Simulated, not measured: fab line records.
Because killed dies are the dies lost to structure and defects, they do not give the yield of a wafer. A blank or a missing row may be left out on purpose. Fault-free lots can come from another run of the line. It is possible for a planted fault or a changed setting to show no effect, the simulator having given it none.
Chamber matching :: flow n5 finfet :: N5_BEOL_M0_SAQP_ETCH_88 on rie diel-02: 4 sister chambers
The step etches underlayer in N2/H2, target depth 6.5 nm, time 5.2 s. 20 wafers are shown with their chamber, then 10 later ones without.

== WAFERS, EACH WITH ITS CHAMBER ==
wafer: L076.1
chamber: 2
showerhead plenum p Torr (Torr): 2.71
drypump motor current A (A): 5.6
throttle valve pct (%): 17.97

wafer: L076.4
chamber: 3
showerhead plenum p Torr (Torr): 2.46
drypump motor current A (A): 6.2
throttle valve pct (%): 17.56

wafer: L076.6
chamber: 3
showerhead plenum p Torr (Torr): 2.46
drypump motor current A (A): 6.2
throttle valve pct (%): 17.55

wafer: L080.2
chamber: 2
showerhead plenum p Torr (Torr): 2.71
drypump motor current A (A): 5.7
throttle valve pct (%): 18.00

wafer: L080.4
chamber: 0
showerhead plenum p Torr (Torr): 2.52
drypump motor current A (A): 5.2
throttle valve pct (%): 17.68

wafer: L080.5
chamber: 1
showerhead plenum p Torr (Torr): 2.39
drypump motor current A (A): 6.0
throttle valve pct (%): 17.75

wafer: L084.1
chamber: 0
showerhead plenum p Torr (Torr): 2.52
drypump motor current A (A): 5.2
throttle valve pct (%): 17.68

wafer: L084.2
chamber: 1
showerhead plenum p Torr (Torr): 2.38
drypump motor current A (A): 6.0
throttle valve pct (%): 17.72

wafer: L084.5
chamber: 1
showerhead plenum p Torr (Torr): 2.38
drypump motor current A (A): 6.0
throttle valve pct (%): 17.74

wafer: L086.3
chamber: 2
showerhead plenum p Torr (Torr): 2.70
drypump motor current A (A): 5.7
throttle valve pct (%): 18.00

wafer: L086.4
chamber: 0
showerhead plenum p Torr (Torr): 2.52
drypump motor current A (A): 5.2
throttle valve pct (%): 17.70

wafer: L086.6
chamber: 1
showerhead plenum p Torr (Torr): 2.38
drypump motor current A (A): 6.0
throttle valve pct (%): 17.74

wafer: L087.1
chamber: 2
showerhead plenum p Torr (Torr): 2.70
drypump motor current A (A): 5.7
throttle valve pct (%): 18.03

wafer: L087.4
chamber: 2
showerhead plenum p Torr (Torr): 2.70
drypump motor current A (A): 5.7
throttle valve pct (%): 18.01

wafer: L087.6
chamber: 0
showerhead plenum p Torr (Torr): 2.52
drypump motor current A (A): 5.3
throttle valve pct (%): 17.70

wafer: L089.2
chamber: 0
showerhead plenum p Torr (Torr): 2.52
drypump motor current A (A): 5.2
throttle valve pct (%): 17.72

wafer: L089.4
chamber: 2
showerhead plenum p Torr (Torr): 2.70
drypump motor current A (A): 5.6
throttle valve pct (%): 18.02

wafer: L089.6
chamber: 1
showerhead plenum p Torr (Torr): 2.38
drypump motor current A (A): 6.0
throttle valve pct (%): 17.75

wafer: L091.1
chamber: 1
showerhead plenum p Torr (Torr): 2.38
drypump motor current A (A): 6.0
throttle valve pct (%): 17.73

wafer: L091.3
chamber: 2
showerhead plenum p Torr (Torr): 2.70
drypump motor current A (A): 5.7
throttle valve pct (%): 18.05

SIGNATURES (averages over the wafers above)
reading: showerhead plenum p Torr
chamber 0: 2.5200
chamber 1: 2.3817
chamber 2: 2.7029
chamber 3: 2.4600
scatter within a chamber: 0.00376

reading: drypump motor current A
chamber 0: 5.220
chamber 1: 6.000
chamber 2: 5.671
chamber 3: 6.200
scatter within a chamber: 0.0373

reading: throttle valve pct
chamber 0: 17.6960
chamber 1: 17.7383
chamber 2: 18.0114
chamber 3: 17.5550
scatter within a chamber: 0.0189
Rule: for each reading, subtract the chamber's mean from the wafer's reading, divide by that reading's scatter and square the result; add these up over the readings and take the root, which gives the wafer's distance from the chamber. The wafer belongs to the nearest chamber; if the next one is less than 2 further off, it can't be placed. The scatter: take each reading less its chamber's mean, square it, sum over the shown wafers, divide by the number of wafers less the number of chambers, and take the root.

== WAFERS MISSING THEIR CHAMBER ==
wafer: L091.6
showerhead plenum p Torr (Torr): 2.70
drypump motor current A (A): 5.7
throttle valve pct (%): 18.05

wafer: L092.2
showerhead plenum p Torr (Torr): 2.38
drypump motor current A (A): 6.0
throttle valve pct (%): 17.75

wafer: L092.4
showerhead plenum p Torr (Torr): 2.44
drypump motor current A (A): 6.2
throttle valve pct (%): 17.59

wafer: L092.5
showerhead plenum p Torr (Torr): 2.38
drypump motor current A (A): 6.0
throttle valve pct (%): 17.75

wafer: L096.2
showerhead plenum p Torr (Torr): 2.44
drypump motor current A (A): 6.2
throttle valve pct (%): 17.58

wafer: L096.3
showerhead plenum p Torr (Torr): 2.38
drypump motor current A (A): 6.0
throttle valve pct (%): 17.77

wafer: L096.5
showerhead plenum p Torr (Torr): 2.51
drypump motor current A (A): 5.3
throttle valve pct (%): 17.72

wafer: L097.1
showerhead plenum p Torr (Torr): 2.44
drypump motor current A (A): 6.2
throttle valve pct (%): 17.60

wafer: L097.2
showerhead plenum p Torr (Torr): 2.51
drypump motor current A (A): 5.2
throttle valve pct (%): 17.74

wafer: L097.3
showerhead plenum p Torr (Torr): 2.37
drypump motor current A (A): 6.0
throttle valve pct (%): 17.79

== EACH ONE'S CHAMBER ==
wafer: L091.6
from the rows above: 2
in truth: 2

wafer: L092.2
from the rows above: 1
in truth: 1

wafer: L092.4
from the rows above: 3
in truth: 3

wafer: L092.5
from the rows above: 1
in truth: 1

wafer: L096.2
from the rows above: 3
in truth: 3

wafer: L096.3
from the rows above: 1
in truth: 1

wafer: L096.5
from the rows above: 0
in truth: 0

wafer: L097.1
from the rows above: 3
in truth: 3

wafer: L097.2
from the rows above: 0
in truth: 0

wafer: L097.3
from the rows above: 1
in truth: 1
Placed correctly: 10 of 10. Not placeable from these rows: 0. Number placed wrongly: 0.
